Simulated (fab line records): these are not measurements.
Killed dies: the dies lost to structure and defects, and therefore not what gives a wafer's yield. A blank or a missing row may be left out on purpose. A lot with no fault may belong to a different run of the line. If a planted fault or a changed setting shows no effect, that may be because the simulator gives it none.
fab line records | flow n5Finfet
record: lots: 24 wafers: 72 lastDay: 18
route steps=1938 shown BEOL_M12@1637 BEOL_M13@1671 BEOL_M14@1748
lots with no fault: from the same line, run without faults
startH: the number of hours between the record's first day and the start of the first shown wafer of the lot | waitH: hours from the lot's prior step to this one | " as in the row above | L1.1+2: a single row standing in for several wafers | - no value, or no start was given | * or withheld: withheld | < > ~ a bound
route shown NAME@n: names a module that has steps shown in the file, with the first one's number in the route | usual: average and standard deviation across the fault-free wafers | same: alike in all rows | chamber/n: place in a boat | sites: readings site by site | _std_site: their standard deviation | _edge_site: the outer-site mean with the inner-site mean subtracted | radiusMm: for every site, how far away it sits from the centre of the wafer | mask NAME#n: copy n | behind: the last tool/chamber to shape the wafer | hold: cause of the lot's hold/its duration in hours/its outcome | device: the transistor (n, p or np) that didn't switch | end of line: the tests these same wafers got at the end of their route | for a step that has no rows: nothing shown but its recipe | killed: count of dies lost to structure and defects at first sort (not the wafer's yield) | map: a wafer's dies, x killed, . not, _ none there
set.NAME: the run value of the setting; set.NAME@STEP: its run value at that earlier step | model.NAME: the simulator's own value behind a step, which no gauge read
steps of the route over a sample of lots; a table a step, a row a wafer
services: a tool's chamber out of use, with start hour (startH, from the record's first day; less than 0 if before it), hours out, and reason
== steps ==
step: N5_BEOL_M12_ETCH_68
recipe: chemistry: N2/H2 target: SOC maskMaterial: SiARC sourceW: 3000 biasW: 350 tempC: 40 timeS: 285 ionEnergyEv: 200 pressureMtorr: 30 n2FlowSccm: 200 h2FlowSccm: 200
usual: drypumpMotorCurrentA: 5.4/0.42 oesProductAu: 0.79/0.065 rfVppV: 525.1/2.1 showerheadPlenumPTorr: 2.59/0.073 throttleValvePct: 17.83/0.29
columns lot.wafer tool chamber startH waitH drypumpMotorCurrentA oesProductAu rfHoursCounterH rfVppV showerheadPlenumPTorr throttleValvePct
L074.1 rieDiel-05 0 230.61 0.1 5.4 0.84 73 520.7 2.45 17.84
L074.2 " 3 " " 5.1 0.82 101 524.5 2.59 18.17
L074.3 " 1 " " 5.6 0.74 156 526.3 2.62 17.20
L075.1 rieDiel-01 1 233.02 0.1 5.7 0.86 48 527.6 2.71 18.11
L075.4 " 3 " " 5.7 0.75 140 523.1 2.54 18.15
L075.6 " 2 " " 5.2 0.79 - 524.2 2.57 17.53
L077.4 rieDiel-01 2 245.79 0.1 5.2 0.78 111 524.0 2.57 17.53
L077.5 " 2 " " 5.2 0.78 - 523.5 2.57 17.54
L077.6 " 3 " " 5.8 0.75 - 526.0 2.54 18.15
L076.3 rieDiel-01 3 248.91 0.1 5.7 0.74 146 524.4 2.54 18.17
L076.4 " 1 " " 5.7 0.85 - 527.1 2.70 18.12
L076.5 " 2 " " 5.2 0.78 - 524.6 2.57 17.52
L079.1 rieDiel-05 1 249.21 0.1 5.6 0.74 164 526.5 2.62 17.21
L079.2 " 3 " " 5.1 0.81 108 524.4 2.59 18.15
L079.3 " 2 " " 5.1 0.95 12 526.9 2.62 17.57
L078.2 rieDiel-02 2 259.46 0.1 6.4 0.82 79 527.7 2.65 17.50
L078.4 " 0 " " 4.9 0.75 178 524.4 2.55 17.88
L078.5 " 3 " " 5.2 0.73 - 524.9 2.56 17.97
L080.2 rieDiel-05 2 269.22 0.1 5.2 0.93 19 524.7 2.62 17.57
L080.4 " 0 " " 5.4 0.82 - 520.7 2.45 17.88
L080.5 " 2 " " 5.1 0.93 - 525.0 2.62 17.59
L083.1 rieDiel-05 1 277.10 0.1 5.6 0.75 172 525.8 2.61 17.21
L083.3 " 3 " " 5.1 0.81 114 521.9 2.59 18.19
L083.4 " 2 " " 5.2 0.93 21 524.8 2.62 17.58
L081.2 rieDiel-05 1 281.28 0.1 5.6 0.74 174 525.3 2.61 17.25
L081.3 " 2 " " 5.2 0.94 23 526.6 2.62 17.57
L081.5 " 0 " " 5.4 0.83 - 521.7 2.44 17.86
L082.1 rieDiel-02 1 285.48 0.1 5.0 0.77 135 526.6 2.68 17.88
L082.4 " 2 " " 6.3 0.82 89 526.5 2.64 17.52
L082.6 " 0 " " 4.9 0.73 - 523.5 2.54 17.91
L084.1 rieDiel-02 3 296.14 0.1 5.2 0.72 169 523.0 2.55 17.99
L084.4 " 0 " " 4.9 0.73 191 523.5 2.54 17.91
L084.6 " 3 " " 5.2 0.72 - 523.4 2.55 17.98
L085.1 rieDiel-02 3 304.54 0.1 5.2 0.72 171 523.8 2.55 18.01
L085.2 " 2 " " 6.3 0.81 94 527.9 2.64 17.53
L085.3 " 1 " " 5.0 0.76 140 525.1 2.67 17.89
L086.3 rieDiel-01 2 320.31 0.1 5.2 0.75 140 524.2 2.56 17.57
L086.4 " 3 " " 5.7 0.72 173 523.9 2.53 18.20
L086.6 " 2 " " 5.2 0.76 - 523.2 2.56 17.58
L089.2 rieDiel-01 3 322.61 0.1 5.7 0.72 174 523.4 2.53 18.20
L089.4 " 2 " " 5.2 0.76 140 523.9 2.56 17.58
L089.5 " 3 " " 5.7 0.72 - 523.3 2.53 18.21
L087.2 rieDiel-02 3 323.18 0.1 5.2 0.71 178 522.9 2.55 18.00
L087.3 " 0 " " 4.9 0.73 201 522.7 2.54 17.94
L087.4 " 3 " " 5.2 0.71 - 524.6 2.55 18.00
L088.3 rieDiel-02 3 326.31 0.1 5.2 0.72 179 523.8 2.55 18.01
L088.4 " 2 " " 6.3 0.81 101 526.9 2.64 17.52
L088.5 " 1 " " 5.0 0.75 - 526.6 2.67 17.92
L090.1 rieDiel-01 1 339.80 0.1 5.7 0.81 83 528.6 2.69 18.17
L090.2 " 2 " " 5.2 0.74 146 525.7 2.55 17.60
L090.3 " 3 " " 5.7 0.72 180 524.5 2.53 18.20
L091.1 rieDiel-01 1 349.62 0.1 5.7 0.80 87 528.1 2.69 18.18
L091.5 " 1 " " 5.7 0.80 - 528.1 2.69 18.19
L091.6 " 2 " " 5.2 0.75 - 522.3 2.55 17.60
L094.2 rieDiel-01 2 355.06 0.1 5.2 0.74 152 524.1 2.55 17.61
L094.3 " 0 " " 6.0 0.89 45 528.1 2.70 17.69
L094.5 " 3 " " 5.7 0.71 - 524.1 2.52 18.25
L093.2 rieDiel-05 1 363.40 0.1 5.6 0.72 199 524.5 2.60 17.26
L093.4 " 3 " " 5.1 0.77 144 523.3 2.57 18.22
L093.6 " 2 " " 5.2 0.88 - 525.4 2.60 17.62
L095.1 rieDiel-02 3 367.31 0.1 5.2 0.70 193 523.1 2.54 18.03
L095.4 " 0 " " 4.8 0.72 216 523.9 2.53 17.95
L095.6 " 2 " " 6.3 0.79 - 528.0 2.63 17.56
L092.1 rieDiel-01 3 375.67 0.1 5.7 0.70 192 524.0 2.52 18.25
L092.3 " 1 " " 5.7 0.79 96 528.4 2.69 18.19
L092.4 " 2 " " 5.2 0.73 159 525.5 2.55 17.63
L096.1 rieDiel-02 0 379.74 0.1 4.9 0.71 220 521.6 2.53 17.95
L096.4 " 3 " " 5.2 0.71 197 521.8 2.54 18.01
L096.6 " 2 " " 6.4 0.78 - 526.3 2.63 17.56
L097.2 rieDiel-05 0 400.92 0.1 5.4 0.79 126 522.1 2.43 17.93
L097.5 " 1 " " 5.6 0.71 - 527.4 2.60 17.28
L097.6 " 0 " " 5.4 0.79 - 521.6 2.43 17.93
step: N5_BEOL_M12_OCD_MEAS_35
usual: trenchDepthNm: 319/5
columns lot.wafer tool chamber startH waitH trenchDepthNm
L074.1 ocd-01 - 230.95 0.0 316
L074.2 " - " " 313
L074.3 " - " " 314
L075.1 ocd-02 - 233.35 0.0 324
L075.4 " - " " 315
L075.6 " - " " 315
L077.4 ocd-02 - 246.13 0.0 318
L077.5 " - " " 318
L077.6 " - " " 314
L076.3 ocd-01 - 249.25 0.0 319
L076.4 " - " " 327
L076.5 " - " " 318
L079.1 ocd-01 - 249.54 0.0 320
L079.2 " - " " 322
L079.3 " - " " 324
L078.2 ocd-02 - 259.79 0.0 325
L078.4 " - " " 319
L078.5 " - " " 314
L080.2 ocd-02 - 269.56 0.0 327
L080.4 " - " " 322
L080.5 " - " " 327
L083.1 ocd-01 - 277.43 0.0 321
L083.3 " - " " 321
L083.4 " - " " 324
L081.2 ocd-01 - 281.62 0.0 319
L081.3 " - " " 328
L081.5 " - " " 322
L082.1 ocd-01 - 285.82 0.0 317
L082.4 " - " " 323
L082.6 " - " " 321
L084.1 ocd-02 - 296.47 0.0 314
L084.4 " - " " 317
L084.6 " - " " 315
L085.1 ocd-01 - 304.88 0.0 314
L085.2 " - " " 319
L085.3 " - " " 316
L086.3 ocd-02 - 320.65 0.0 312
L086.4 " - " " 311
L086.6 " - " " 310
L089.2 ocd-01 - 322.95 0.0 309
L089.4 " - " " 315
L089.5 " - " " 314
L087.2 ocd-02 - 323.52 0.0 318
L087.3 " - " " 319
L087.4 " - " " 319
L088.3 ocd-02 - 326.65 0.0 318
L088.4 " - " " 324
L088.5 " - " " 311
L090.1 ocd-02 - 340.13 0.0 319
L090.2 " - " " 316
L090.3 " - " " 313
L091.1 ocd-01 - 349.96 0.0 317
L091.5 " - " " 317
L091.6 " - " " 308
L094.2 ocd-01 - 355.40 0.0 315
L094.3 " - " " 322
L094.5 " - " " 314
L093.2 ocd-02 - 363.74 0.0 322
L093.4 " - " " 323
L093.6 " - " " 331
L095.1 ocd-01 - 367.64 0.0 315
L095.4 " - " " 318
L095.6 " - " " 319
L092.1 ocd-01 - 376.01 0.0 314
L092.3 " - " " 320
L092.4 " - " " 317
L096.1 ocd-01 - 380.07 0.0 319
L096.4 " - " " 320
L096.6 " - " " 318
L097.2 ocd-01 - 401.26 0.0 318
L097.5 " - " " 316
L097.6 " - " " 316
step: N5_BEOL_M13_INSPECT_12
recipe: mode: adi inspectInstrument: macro
usual: rawDefectCount: 2.1/1.5
columns lot.wafer tool chamber startH waitH rawDefectCount
L074.1 defectInspect-02 - 233.27 0.0 2
L074.2 " - " " 1
L074.3 " - " " 2
L075.1 defectInspect-02 - 236.24 0.0 1
L075.4 " - " " 1
L075.6 " - " " 3
L077.4 defectInspect-02 - 248.99 0.0 2
L077.5 " - " " 1
L077.6 " - " " 0
L076.3 defectInspect-01 - 251.74 0.0 2
L076.4 " - " " 4
L076.5 " - " " 4
L079.1 defectInspect-02 - 252.41 0.0 2
L079.2 " - " " 2
L079.3 " - " " 2
L078.2 defectInspect-02 - 262.23 0.0 3
L078.4 " - " " 2
L078.5 " - " " 4
L080.2 defectInspect-02 - 273.42 0.0 3
L080.4 " - " " 0
L080.5 " - " " 1
L083.1 defectInspect-01 - 280.06 0.0 1
L083.3 " - " " 1
L083.4 " - " " 1
L081.2 defectInspect-01 - 286.17 0.0 1
L081.3 " - " " 3
L081.5 " - " " 4
L082.1 defectInspect-02 - 293.49 0.0 0
L082.4 " - " " 2
L082.6 " - " " 2
L084.1 defectInspect-02 - 313.68 0.0 3
L084.4 " - " " 1
L084.6 " - " " 1
L085.1 defectInspect-02 - 314.27 0.0 1
L085.2 " - " " 1
L085.3 " - " " 2
L086.3 defectInspect-01 - 323.01 0.0 3
L086.4 " - " " 1
L086.6 " - " " 1
L089.2 defectInspect-02 - 325.53 0.0 3
L089.4 " - " " 2
L089.5 " - " " 0
L087.2 defectInspect-01 - 330.27 0.0 2
L087.3 " - " " 2
L087.4 " - " " 1
L088.3 defectInspect-01 - 331.41 0.0 2
L088.4 " - " " 3
L088.5 " - " " 1
L090.1 defectInspect-01 - 344.73 0.0 8
L090.2 " - " " 3
L090.3 " - " " 3
L091.1 defectInspect-01 - 353.69 0.0 2
L091.5 " - " " 0
L091.6 " - " " 3
L094.2 defectInspect-01 - 361.60 0.2 0
L094.3 " - " " 1
L094.5 " - " " 3
L093.2 defectInspect-01 - 367.84 0.0 0
L093.4 " - " " 1
L093.6 " - " " 0
L095.1 defectInspect-01 - 370.39 0.0 1
L095.4 " - " " 1
L095.6 " - " " 2
L092.1 defectInspect-01 - 379.59 0.0 1
L092.3 " - " " 3
L092.4 " - " " 3
L096.1 defectInspect-01 - 390.98 0.0 2
L096.4 " - " " 6
L096.6 " - " " 2
L097.2 defectInspect-01 - 404.74 0.0 0
L097.5 " - " " 2
L097.6 " - " " 2
step: N5_BEOL_M13_ETCH_67
recipe: chemistry: CF4 target: SiARC targetDepthA: 1430 timeS: 238.3 ionEnergyEv: 80 pressureMtorr: 40 sourceW: 545 biasW: 36 Ar_flow_sccm: 100 cf4FlowSccm: 100 ends: cleared
usual: drypumpMotorCurrentA: 5.9/0.32 etchRfOnTimeS: 238/9.2 oesProductAu: 0.69/0.071 rfVppV: 184.0/1.4 showerheadPlenumPTorr: 2.13/0.086 throttleValvePct: 15.54/0.24
columns lot.wafer tool chamber startH waitH drypumpMotorCurrentA etchRfOnTimeS oesProductAu rfHoursCounterH rfVppV showerheadPlenumPTorr throttleValvePct
L074.1 rieDiel-03 0 234.41 0.0 5.8 225 0.74 53 182.6 2.18 15.74
L074.2 " 2 " " 6.5 235 0.81 10 182.4 2.11 15.15
L074.3 " 1 " " 5.6 229 0.63 205 182.0 2.05 15.95
L075.1 rieDiel-04 3 237.91 0.0 5.6 235 0.66 136 181.6 1.99 15.37
L075.4 " 2 " " 6.0 242 0.79 9 183.6 2.20 15.47
L075.6 " 3 " " 5.6 236 0.66 - 182.9 1.99 15.38
L077.4 rieDiel-06 2 250.36 0.1 5.9 242 0.78 - 184.9 2.19 15.28
L077.5 " 1 " " 6.2 235 0.74 - 185.1 2.09 15.63
L077.6 " 3 " " 6.0 239 0.64 - 183.2 2.08 15.78
L076.3 rieDiel-06 2 252.89 0.0 5.9 244 0.78 10 184.4 2.19 15.27
L076.4 " 3 " " 6.0 240 0.64 - 183.1 2.08 15.78
L076.5 " 2 " " 5.9 241 0.77 - 184.7 2.19 15.27
L079.1 rieDiel-06 2 253.55 0.0 5.9 239 0.79 10 185.5 2.19 15.27
L079.2 " 3 " " 6.0 238 0.64 151 184.4 2.08 15.77
L079.3 " 1 " " 6.2 234 0.74 51 183.6 2.09 15.62
L078.2 rieDiel-04 3 263.54 0.0 5.7 235 0.66 145 182.9 1.98 15.39
L078.4 " 1 " " 6.2 254 0.60 - 185.7 2.21 15.56
L078.5 " 2 " " 6.1 242 0.77 - 183.5 2.19 15.48
L080.2 rieDiel-06 3 274.58 0.0 6.0 240 0.63 158 183.6 2.07 15.79
L080.4 " 2 " " 5.9 243 0.76 17 185.9 2.18 15.30
L080.5 " 1 " " 6.2 236 0.73 - 182.6 2.09 15.67
L083.1 rieDiel-06 1 281.07 0.0 6.2 237 0.72 60 184.9 2.09 15.65
L083.3 " 0 " " 5.4 231 0.82 4 184.5 2.29 15.35
L083.4 " 2 " " 5.9 242 0.76 19 184.5 2.18 15.29
L081.2 rieDiel-04 3 287.34 0.0 5.6 234 0.66 153 180.7 1.98 15.40
L081.3 " 1 " " 6.2 260 0.58 204 185.7 2.21 15.57
L081.5 " 3 " " 5.6 234 0.65 - 180.9 1.98 15.42
L082.1 rieDiel-03 2 294.52 0.0 6.6 234 0.77 29 183.5 2.11 15.20
L082.4 " 0 " " 5.8 225 0.73 70 183.9 2.18 15.77
L082.6 " 0 " " 5.8 224 0.72 - 182.9 2.18 15.78
L084.1 rieDiel-03 1 314.70 0.0 5.6 231 0.61 231 183.8 2.04 15.99
L084.4 " 0 " " 5.9 228 0.72 76 183.5 2.17 15.79
L084.6 " 1 " " 5.6 231 0.61 - 182.4 2.04 15.97
L085.1 rieDiel-03 0 315.29 0.0 5.8 229 0.71 77 186.3 2.17 15.81
L085.2 " 3 " " 5.5 240 0.76 19 186.4 2.28 15.12
L085.3 " 2 " " 6.5 235 0.76 35 184.2 2.10 15.22
L086.3 rieDiel-04 3 324.04 0.0 5.6 235 0.65 161 181.5 1.98 15.43
L086.4 " 2 " " 6.1 241 0.75 34 185.4 2.19 15.52
L086.6 " 1 " " 6.2 257 0.59 - 186.2 2.21 15.58
L089.2 rieDiel-03 1 326.85 0.0 5.6 227 0.62 235 182.5 2.04 15.98
L089.4 " 2 " " 6.5 233 0.77 39 184.0 2.10 15.21
L089.5 " 0 " " 5.8 224 0.72 - 184.6 2.17 15.80
L087.2 rieDiel-06 0 331.49 0.0 5.5 226 0.79 18 185.4 2.28 15.37
L087.3 " 3 " " 6.0 235 0.63 173 182.0 2.07 15.81
L087.4 " 1 " " 6.2 235 0.71 73 183.6 2.08 15.69
L088.3 rieDiel-03 3 332.42 0.0 5.5 238 0.76 26 186.1 2.27 15.12
L088.4 " 2 " " 6.6 233 0.76 41 183.9 2.10 15.22
L088.5 " 1 " " 5.6 228 0.61 - 184.3 2.04 16.00
L090.1 rieDiel-03 1 345.96 0.0 5.6 229 0.61 242 182.8 2.04 16.00
L090.2 " 3 " " 5.5 233 0.75 30 185.6 2.27 15.13
L090.3 " 0 " " 5.8 227 0.70 88 184.9 2.17 15.81
L091.1 rieDiel-06 0 354.72 0.0 5.4 226 0.78 23 183.6 2.28 15.38
L091.5 " 1 " " 6.2 235 0.71 - 183.6 2.08 15.70
L091.6 " 0 " " 5.4 225 0.79 - 184.1 2.28 15.39
L094.2 rieDiel-04 1 362.61 0.0 6.2 266 0.58 224 184.6 2.20 15.60
L094.3 " 0 " " 5.4 239 0.62 212 182.0 2.04 15.54
L094.5 " 1 " " 6.2 265 0.57 - 184.7 2.20 15.59
L093.2 rieDiel-06 2 369.15 0.0 5.9 242 0.72 43 184.9 2.18 15.35
L093.4 " 1 " " 6.2 238 0.69 - 185.8 2.08 15.70
L093.6 " 2 " " 5.9 240 0.72 - 184.7 2.18 15.33
L095.1 rieDiel-04 3 371.53 0.0 5.7 236 0.63 175 181.1 1.97 15.45
L095.4 " 2 " " 6.0 242 0.73 48 185.0 2.18 15.53
L095.6 " 0 " " 5.4 237 0.62 - 182.5 2.03 15.54
L092.1 rieDiel-04 2 380.73 0.0 6.0 244 0.72 49 184.1 2.18 15.55
L092.3 " 1 " " 6.2 262 0.57 229 185.3 2.20 15.62
L092.4 " 0 " " 5.4 240 0.61 218 183.7 2.03 15.54
L096.1 rieDiel-03 2 392.12 0.0 6.6 235 0.73 59 183.3 2.10 15.25
L096.4 " 0 " " 5.8 229 0.69 - 185.2 2.17 15.84
L096.6 " 2 " " 6.6 234 0.74 - 183.9 2.10 15.24
L097.2 rieDiel-04 1 406.20 0.0 6.1 263 0.57 234 184.0 2.20 15.61
L097.5 " 0 " " 5.4 241 0.61 - 181.9 2.03 15.56
L097.6 " 1 " " 6.2 265 0.57 - 183.6 2.20 15.62
step: N5_BEOL_M13_OCD_MEAS_35
usual: trenchDepthNm: 413/6.3
columns lot.wafer tool chamber startH waitH trenchDepthNm
L074.1 ocd-01 - 234.95 0.0 420
L074.2 " - " " 421
L074.3 " - " " 410
L075.1 ocd-02 - 238.45 0.0 415
L075.4 " - " " 421
L075.6 " - " " 413
L077.4 ocd-02 - 250.84 0.0 416
L077.5 " - " " 409
L077.6 " - " " 406
L076.3 ocd-01 - 253.43 0.0 417
L076.4 " - " " 409
L076.5 " - " " 417
L079.1 ocd-02 - 254.09 0.0 422
L079.2 " - " " 413
L079.3 " - " " 417
L078.2 ocd-01 - 264.08 0.0 413
L078.4 " - " " 410
L078.5 " - " " 422
L080.2 ocd-02 - 275.13 0.0 407
L080.4 " - " " 419
L080.5 " - " " 417
L083.1 ocd-02 - 281.61 0.0 421
L083.3 " - " " 425
L083.4 " - " " 422
L081.2 ocd-02 - 287.88 0.0 412
L081.3 " - " " 409
L081.5 " - " " 414
L082.1 ocd-01 - 295.06 0.0 418
L082.4 " - " " 416
L082.6 " - " " 417
L084.1 ocd-02 - 315.24 0.0 410
L084.4 " - " " 413
L084.6 " - " " 413
L085.1 ocd-01 - 315.83 0.0 412
L085.2 " - " " 416
L085.3 " - " " 415
L086.3 ocd-01 - 324.60 0.0 408
L086.4 " - " " 417
L086.6 " - " " 402
L089.2 ocd-01 - 327.40 0.0 410
L089.4 " - " " 418
L089.5 " - " " 407
L087.2 ocd-02 - 332.03 0.0 422
L087.3 " - " " 409
L087.4 " - " " 413
L088.3 ocd-02 - 332.96 0.0 412
L088.4 " - " " 410
L088.5 " - " " 405
L090.1 ocd-01 - 346.50 0.0 411
L090.2 " - " " 418
L090.3 " - " " 410
L091.1 ocd-02 - 355.26 0.0 425
L091.5 " - " " 410
L091.6 " - " " 424
L094.2 ocd-01 - 363.15 0.0 403
L094.3 " - " " 414
L094.5 " - " " 404
L093.2 ocd-01 - 369.69 0.0 418
L093.4 " - " " 409
L093.6 " - " " 416
L095.1 ocd-01 - 372.07 0.0 413
L095.4 " - " " 421
L095.6 " - " " 417
L092.1 ocd-02 - 381.27 0.0 425
L092.3 " - " " 403
L092.4 " - " " 413
L096.1 ocd-02 - 392.66 0.0 413
L096.4 " - " " 406
L096.6 " - " " 413
L097.2 ocd-01 - 406.74 0.0 399
L097.5 " - " " 404
L097.6 " - " " 397
step: N5_BEOL_M14_INSPECT_30
recipe: mode: adi inspectInstrument: macro
usual: rawDefectCount: 2.0/1.5
columns lot.wafer tool chamber startH waitH rawDefectCount
L074.1 defectInspect-02 - 241.63 0.0 3
L074.2 " - " " 1
L074.3 " - " " 2
L075.1 defectInspect-01 - 242.62 0.0 0
L075.4 " - " " 3
L075.6 " - " " 2
L077.4 defectInspect-01 - 257.88 0.0 4
L077.5 " - " " 4
L077.6 " - " " 0
L076.3 defectInspect-02 - 258.25 0.0 1
L076.4 " - " " 6
L076.5 " - " " 1
L079.1 defectInspect-01 - 258.66 0.0 2
L079.2 " - " " 0
L079.3 " - " " 2
L078.2 defectInspect-01 - 267.45 0.0 2
L078.4 " - " " 1
L078.5 " - " " 2
L080.2 defectInspect-02 - 279.84 0.0 1
L080.4 " - " " 3
L080.5 " - " " 3
L083.1 defectInspect-02 - 285.58 0.0 3
L083.3 " - " " 3
L083.4 " - " " 2
L081.2 defectInspect-01 - 292.85 0.0 4
L081.3 " - " " 4
L081.5 " - " " 4
L082.1 defectInspect-01 - 298.69 0.0 0
L082.4 " - " " 2
L082.6 " - " " 3
L084.1 defectInspect-02 - 318.66 0.0 0
L084.4 " - " " 2
L084.6 " - " " 2
L085.1 defectInspect-02 - 320.53 0.0 2
L085.2 " - " " 2
L085.3 " - " " 0
L086.3 defectInspect-02 - 329.50 0.0 3
L086.4 " - " " 1
L086.6 " - " " 0
L089.2 defectInspect-02 - 332.98 0.0 0
L089.4 " - " " 4
L089.5 " - " " 4
L087.2 defectInspect-01 - 335.64 0.0 2
L087.3 " - " " 2
L087.4 " - " " 0
L088.3 defectInspect-02 - 338.71 0.0 1
L088.4 " - " " 0
L088.5 " - " " 2
L090.1 defectInspect-02 - 351.39 0.0 3
L090.2 " - " " 1
L090.3 " - " " 1
L091.1 defectInspect-01 - 363.35 0.0 3
L091.5 " - " " 0
L091.6 " - " " 0
L094.2 defectInspect-01 - 368.14 0.0 2
L094.3 " - " " 3
L094.5 " - " " 6
L093.2 defectInspect-01 - 375.33 0.0 1
L093.4 " - " " 2
L093.6 " - " " 4
L095.1 defectInspect-01 - 376.57 0.0 0
L095.4 " - " " 1
L095.6 " - " " 2
L092.1 defectInspect-02 - 386.37 0.0 1
L092.3 " - " " 1
L092.4 " - " " 2
L096.1 defectInspect-02 - 397.69 0.0 1
L096.4 " - " " 1
L096.6 " - " " 4
L097.2 defectInspect-02 - 410.34 0.0 1
L097.5 " - " " 0
L097.6 " - " " 1
== services ==
columns tool chamber startH hours kind
rieDiel-04 0 209.83 5.8 repair
rieDiel-06 2 213.54 - clean
rieDiel-06 2 213.54 - consumableReplace:focusRing
rieDiel-06 2 213.54 13.1 scheduledDown
rieDiel-06 2 213.54 13.1 ventCycle
rieDiel-03 3 233.72 - clean
rieDiel-03 3 233.72 - consumableReplace:focusRing
rieDiel-03 3 233.72 - consumableReplace:showerhead
rieDiel-03 3 233.72 11.9 scheduledDown
rieDiel-04 0 250.43 17.9 repair
rieDiel-05 3 264.39 4.8 repair
rieDiel-03 - 267.61 2.8 pm
rieDiel-05 - 272.79 2.8 pm
rieDiel-03 3 285.89 4.9 repair
rieDiel-01 1 293.56 7.0 repair
rieDiel-05 0 301.41 5.1 repair
rieDiel-06 - 318.79 1.1 repair
rieDiel-02 2 322.94 2.0 repair
rieDiel-04 0 341.79 8.0 repair
rieDiel-05 0 366.04 5.1 repair
rieDiel-06 0 366.77 5.4 repair
rieDiel-01 - 373.38 0.9 repair
rieDiel-04 0 391.03 6.1 repair
rieDiel-06 3 398.14 6.2 repair
== key ==
fault none
